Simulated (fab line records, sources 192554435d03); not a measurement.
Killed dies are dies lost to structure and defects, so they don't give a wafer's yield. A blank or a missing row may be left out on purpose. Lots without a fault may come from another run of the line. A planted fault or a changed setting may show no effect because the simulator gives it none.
Chamber matching | flow n5_finfet | N5_DUMMY_GATE_STRIP_40 on rie_diel-01: 4 sister chambers
The step strips in CF4. 22 wafers are shown with their chamber, then 11 later ones without.

WAFERS WITH THEIR CHAMBER
wafer  | chamber | showerhead_plenum_p_Torr (Torr) | throttle_valve_pct (%) | drypump_motor_current_A (A)
L074.3 | 0       | 1.75                            | 13.73                  | 6.6
L074.4 | 3       | 1.77                            | 14.03                  | 6.0
L074.5 | 1       | 1.82                            | 13.51                  | 6.2
L077.1 | 2       | 1.71                            | 14.19                  | 6.4
L077.2 | 1       | 1.81                            | 13.52                  | 6.3
L077.5 | 2       | 1.71                            | 14.19                  | 6.4
L079.1 | 3       | 1.77                            | 14.01                  | 6.0
L079.2 | 1       | 1.81                            | 13.55                  | 6.3
L079.6 | 1       | 1.81                            | 13.54                  | 6.3
L081.1 | 2       | 1.71                            | 14.19                  | 6.4
L081.3 | 3       | 1.77                            | 14.04                  | 6.0
L081.4 | 0       | 1.75                            | 13.76                  | 6.7
L082.3 | 0       | 1.75                            | 13.79                  | 6.6
L082.5 | 1       | 1.81                            | 13.53                  | 6.2
L082.6 | 2       | 1.71                            | 14.19                  | 6.4
L084.3 | 1       | 1.81                            | 13.54                  | 6.3
L084.5 | 0       | 1.75                            | 13.77                  | 6.6
L084.6 | 3       | 1.77                            | 14.04                  | 6.0
L085.3 | 3       | 1.77                            | 14.05                  | 6.0
L085.4 | 3       | 1.77                            | 14.05                  | 6.0
L085.6 | 0       | 1.75                            | 13.81                  | 6.6
L086.2 | 1       | 1.81                            | 13.55                  | 6.3

SIGNATURES (means of the wafers above)
reading                  | chamber 0 | chamber 1 | chamber 2 | chamber 3 | scatter within a chamber
showerhead_plenum_p_Torr | 1.7500    | 1.8114    | 1.7100    | 1.7700    | 0.00218
throttle_valve_pct       | 13.7720   | 13.5343   | 14.1900   | 14.0367   | 0.0185
drypump_motor_current_A  | 6.620     | 6.271     | 6.400     | 6.000     | 0.0352
Rule: a wafer's distance from a chamber is the root of the sum, over the readings, of the square of ((its reading less the chamber's mean) divided by the reading's scatter). The wafer belongs to the nearest chamber; if the next one is less than 2 further off, it can't be placed. The scatter: the root of (the sum of the squares of (reading less its chamber's mean) over the shown wafers, divided by (wafers less chambers)).

WAFERS WITHOUT THEIR CHAMBER
wafer  | showerhead_plenum_p_Torr (Torr) | throttle_valve_pct (%) | drypump_motor_current_A (A)
L086.3 | 1.77                            | 14.05                  | 6.0
L086.6 | 1.77                            | 14.04                  | 6.0
L087.3 | 1.75                            | 13.78                  | 6.6
L087.4 | 1.77                            | 14.05                  | 6.0
L087.6 | 1.81                            | 13.56                  | 6.3
L097.1 | 1.91                            | 13.70                  | 6.4
L097.2 | 1.74                            | 13.84                  | 6.6
L097.6 | 1.76                            | 13.48                  | 6.0
L096.1 | 1.80                            | 13.61                  | 6.3
L096.3 | 1.76                            | 13.50                  | 6.0
L096.6 | 1.91                            | 13.67                  | 6.4

WHICH CHAMBER EACH WENT THROUGH
wafer  | from the rows above     | in truth
L086.3 | 3                       | 3
L086.6 | 3                       | 3
L087.3 | 0                       | 0
L087.4 | 3                       | 3
L087.6 | 1                       | 1
L097.1 | 1                       | 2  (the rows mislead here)
L097.2 | 0                       | 0
L097.6 | can't be placed: 0 or 1 | 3
L096.1 | 1                       | 1
L096.3 | can't be placed: 0 or 1 | 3
L096.6 | 1                       | 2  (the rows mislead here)
Placed correctly: 7 of 11. Can't be placed from these rows: 2 (the true chamber is among the candidates in 0). Placed wrongly: 2.
